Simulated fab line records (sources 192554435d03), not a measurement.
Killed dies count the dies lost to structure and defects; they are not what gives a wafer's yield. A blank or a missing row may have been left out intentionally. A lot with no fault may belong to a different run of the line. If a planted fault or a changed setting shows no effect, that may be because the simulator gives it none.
Chamber matching    flow n5_finfet    rie_diel-06 running N5_HKMG_FIN_ETCH_67: 4 sister chambers
The step etches SOC in N2/H2, stops on TiN, target depth 388.9 nm. 14 wafers are shown with their chamber, then 7 later ones without.

## WAFERS, EACH WITH ITS CHAMBER
wafer   chamber  drypump_motor_current_A (A)  throttle_valve_pct (%)  showerhead_plenum_p_Torr (Torr)
L077.2  3        5.3                          17.66                   2.59
L077.3  2        5.4                          17.73                   2.54
L077.4  3        5.3                          17.63                   2.59
L079.3  3        5.3                          17.64                   2.59
L079.4  0        5.7                          17.61                   2.66
L079.6  3        5.3                          17.64                   2.59
L081.2  0        5.8                          17.61                   2.65
L081.3  2        5.3                          17.75                   2.54
L081.5  0        5.7                          17.61                   2.65
L089.3  0        5.7                          17.63                   2.65
L089.4  1        6.5                          18.18                   2.62
L089.6  1        6.5                          18.18                   2.62
L090.1  1        6.5                          18.19                   2.62
L090.4  2        5.4                          17.78                   2.53

SIGNATURES (means of the wafers above)
reading                   chamber 0  chamber 1  chamber 2  chamber 3  scatter within a chamber
drypump_motor_current_A   5.725      6.500      5.367      5.300      0.0376
throttle_valve_pct        17.6150    18.1833    17.7533    17.6425    0.0145
showerhead_plenum_p_Torr  2.6525     2.6200     2.5367     2.5900     0.00376
Rule: a wafer's distance from a chamber is the root of the sum, over the readings, of the square of ((its reading less the chamber's mean) divided by the reading's scatter). If the next closest chamber is less than 2 further off than the closest, the wafer can't be placed; otherwise it belongs to the closest. How the scatter is found: for the shown wafers, subtract from each reading the mean of its chamber, square and add these, divide the total by (wafers less chambers), then take the root.

## WAFERS WITHOUT THEIR CHAMBER
wafer   drypump_motor_current_A (A)  throttle_valve_pct (%)  showerhead_plenum_p_Torr (Torr)
L090.6  5.7                          17.64                   2.65
L092.1  5.3                          17.69                   2.58
L092.4  5.7                          17.63                   2.64
L092.5  6.5                          18.17                   2.61
L091.1  5.3                          17.69                   2.58
L091.3  6.5                          18.19                   2.61
L091.4  5.4                          17.79                   2.53

## CHAMBER TAKEN BY EACH
wafer   from the rows above  in truth
L090.6  0                    0
L092.1  3                    3
L092.4  0                    0
L092.5  1                    1
L091.1  3                    3
L091.3  1                    1
L091.4  2                    2
Correctly placed: 7 of 7. From these rows, 0 cannot be placed. Number placed wrongly: 0.
